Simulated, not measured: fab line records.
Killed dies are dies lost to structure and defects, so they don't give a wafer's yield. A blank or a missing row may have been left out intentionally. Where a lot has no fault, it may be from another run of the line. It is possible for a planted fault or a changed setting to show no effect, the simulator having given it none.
Matching of chambers + flow nand_harc + NHARC_P_M1_PRE_CLEAN_32 on pecvd-02 has 3 sister chambers
The step time 12 s. 6 wafers are shown with their chamber, then 12 later ones without.

EACH WAFER AND ITS CHAMBER
| wafer  | chamber | heater_power_w (W) |
|--------|---------|--------------------|
| L088.2 | 0       | 618                |
| L088.5 | 0       | 645                |
| L088.6 | 1       | 609                |
| L095.1 | 1       | 634                |
| L095.2 | 2       | 600                |
| L095.5 | 2       | 578                |

WAFERS WHOSE CHAMBER IS MISSING
| wafer  | heater_power_w (W) |
|--------|--------------------|
| L095.3 | 633                |
| L095.4 | 638                |
| L095.6 | 645                |
| L094.1 | 641                |
| L094.3 | 595                |
| L094.6 | 515                |
| L094.2 | 505                |
| L094.4 | 632                |
| L094.5 | 581                |
| L097.2 | 594                |
| L097.3 | 620                |
| L097.4 | 586                |

EACH ONE'S CHAMBER
| wafer  | from the rows above          | in truth |
|--------|------------------------------|----------|
| L095.3 | can't be placed: 0 or 1      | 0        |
| L095.4 | can't be placed: 0 or 1      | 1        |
| L095.6 | can't be placed: 0 or 1      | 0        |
| L094.1 | can't be placed: 0 or 1      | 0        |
| L094.3 | can't be placed: 2 or 1 or 0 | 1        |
| L094.6 | can't be placed: 2 or 1      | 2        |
| L094.2 | can't be placed: 2 or 1      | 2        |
| L094.4 | can't be placed: 0 or 1      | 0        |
| L094.5 | can't be placed: 2 or 1      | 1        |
| L097.2 | can't be placed: 2 or 1 or 0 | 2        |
| L097.3 | can't be placed: 1 or 0 or 2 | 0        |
| L097.4 | can't be placed: 2 or 1      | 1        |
Correctly placed: 0 of 12. Can't be placed from these rows: 12 (the true chamber is among the candidates in 12). Placed wrongly: 0.
How it was worked out, from the rows above alone: a wafer's distance from a chamber is the root of the sum, over the readings, of the square of ((its reading less the chamber's mean) divided by the reading's scatter). The wafer belongs to the nearest chamber; if the next one is less than 2 further off, it can't be placed. Each chamber's mean is taken over the wafers shown for it. The scatter: the root of (the sum of the squares of (reading less its chamber's mean) over the shown wafers, divided by (wafers less chambers)).
